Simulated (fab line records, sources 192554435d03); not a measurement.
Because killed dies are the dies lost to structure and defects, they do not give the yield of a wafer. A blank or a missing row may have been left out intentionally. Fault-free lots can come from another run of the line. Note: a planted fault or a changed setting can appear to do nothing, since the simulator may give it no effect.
Split-lot study    flow n5Finfet    21 wafers read from 7 lots, route of 1938 steps

== SPLIT DETAILS ==
At N5_BEOL_M11_TRENCH_ETCH_37 (etches SiCOH lowk in C4F6/O2, target depth 148.83 nm, time 48 s), the setting timeS was moved away from the recipe's 48 s on 4 of the 21 wafers read, by -21.0% to -8.2%. The other wafers ran this setting at the recipe's value.

== FROM THE SPLIT TO THE READING: what the file shows between them, 12 steps ==
- N5_BEOL_M11_ETCH_41: etches SiCN in CH3F/O2, target depth 42.6 nm, time 86 s
- N5_BEOL_M11_STRIP_77: strips in N2/H2, time 10 s
- N5_BEOL_M11_OCD_MEAS_38
- N5_BEOL_M11_ALD_74: deposits TaN, target thk 2 nm, pulse time 2 s, purge time 3 s (also split here: aldCycles)
- N5_BEOL_M11_SURFACE_TREAT_76
- N5_BEOL_M11_CVD_75: deposits Co from CCTBA/H2, target thk 2 nm, time 138.9 s
- N5_BEOL_M11_ECD_50: material Cu, target thk 318 nm
- N5_BEOL_M11_ANNEAL_51: time 90 s
- N5_BEOL_M11_CMP_52: polishes, stops on SiCOH lowk, t overpolish 7 s, target thk 140 nm
- N5_BEOL_M11_THK_MEAS_53: measures by xrf
- N5_BEOL_M11_PRE_CLEAN_55: time 15 s
- N5_BEOL_M11_DEP_56: deposits SiCN from 3MS/NH3, target thk 30 nm, time 10.5 s

== THE READING ==
M11_RS (ohm/sq), read at N5_BEOL_M11_RS_MEAS_57 with a four-point probe. A value of 0.151 ohm/sq with a standard deviation of 0.0039 ohm/sq is what fault-free wafers of this fab line usually give.

wafer   tool, chamber at the split  timeS as run, s  against the recipe  M11_RS, ohm/sq  against lot-mates on the recipe
L078.2  rieDiel-03, 3               44.05            -8.2%               0.161           +0.015
L078.4  rieDiel-03, 2               48               recipe              0.141           -
L078.5  rieDiel-03, 1               48               recipe              0.151           -
L080.1  rieDiel-06, 0               48               recipe              0.155           -
L080.4  rieDiel-06, 3               42.85            -10.7%              0.174           +0.020
L080.6  rieDiel-06, 3               48               recipe              0.153           -
L083.2  rieDiel-03, 0               48               recipe              0.152           -
L083.3  rieDiel-03, 1               48               recipe              0.158           -
L083.6  rieDiel-03, 0               42.18            -12.1%              0.175           +0.020
L084.1  rieDiel-03, 1               48               recipe              0.150           -
L084.3  rieDiel-03, 3               37.93            -21.0%              0.196           +0.048
L084.4  rieDiel-03, 2               48               recipe              0.146           -
L087.3  rieDiel-01, 2               48               recipe              0.148           -
L087.4  rieDiel-01, 1               48               recipe              0.151           -
L087.6  rieDiel-01, 2               48               recipe              0.148           -
L095.1  rieDiel-06, 3               48               recipe              0.149           -
L095.3  rieDiel-06, 0               48               recipe              0.157           -
L095.6  rieDiel-06, 0               48               recipe              0.154           -
L097.4  rieDiel-06, 0               48               recipe              0.155           -
L097.5  rieDiel-06, 3               48               recipe              0.151           -
L097.6  rieDiel-06, 0               48               recipe              0.156           -

THE FIT
A straight line over all 21 wafers: M11_RS changes by -0.00201 ohm/sq for each +1% of timeS; r = -0.94; the points scatter about the line by 0.0043 ohm/sq.
The same after taking each lot's own level away (the mean of its wafers on the recipe; 21 wafers): -0.00208 ohm/sq for each +1%; r = -0.97; scatter 0.0031 ohm/sq.
Per that fit: largest timeS move, reading shift of 0.044 ohm/sq.
From 0.1460 to 0.1550 ohm/sq: that is the span of the lots' own levels, equal to 2.3 times the standard deviation above.
Hence the lot-to-lot level has little effect on the slope; both slopes agree.
Check: for one of the wafers moved furthest among these (-21.0%), held out of the fit, the line's prediction against its lot-mates is +0.0369 ohm/sq. Against them it came out at +0.048 ohm/sq.

== ADDITIONAL SPLITS CARRIED BY THESE WAFERS ==
Other splits were also applied to these wafers ahead of the reading. Each is held against what the fit with the lots' levels taken away leaves over:
other split on the same wafers  wafers away from the commonest value  r with M11_RS (lot level and that fit taken away)
N5_BEOL_M10_COAT_63 spinRpm     5                                     +0.14
N5_BEOL_M11_DESCUM_16 timeS     5                                     -0.29
N5_BEOL_M11_ETCH_62 timeS       8                                     +0.10
N5_BEOL_M11_ALD_74 aldCycles    10                                    -0.34

== THE WHOLE CHAIN: every reading that the file lists as answering this split, in the file's order ==
step                        what it does                                                        reading                                                                       change (the file's fit)               r (the file's)
N5_BEOL_M11_TRENCH_ETCH_37  etches SiCOH lowk in C4F6/O2, target depth 148.83 nm, time 48 s     BEOL_M11.featureDepthNm (the simulator's own value, which no gauge read)      +1.45 nm for each +1% of the setting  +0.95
N5_BEOL_M11_TRENCH_ETCH_37  etches SiCOH lowk in C4F6/O2, target depth 148.83 nm, time 48 s     etch.depthNm (the simulator's own value, which no gauge read)                 +1.45 nm for each +1% of the setting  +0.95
N5_BEOL_M11_OCD_MEAS_38                                                                         trenchDepthNm                                                                 +1.42 nm for each +1% of the setting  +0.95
N5_BEOL_M11_CMP_52          polishes, stops on SiCOH lowk, t overpolish 7 s, target thk 140 nm  Cu_of_BEOL_M11_ECD_50.thkNm (the simulator's own value, which no gauge read)  +1.41 nm for each +1% of the setting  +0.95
N5_BEOL_M11_THK_MEAS_53     measures by xrf                                                     M11_THK                                                                       +1.44 for each +1% of the setting     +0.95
N5_BEOL_M11_RS_MEAS_57      measures by four-point-probe                                        M11_RS                                                                        -0.00205 for each +1% of the setting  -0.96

== FILE'S OWN FIT ==
M11_RS changes by -0.00205 ohm/sq for each +1% of timeS, r = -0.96.
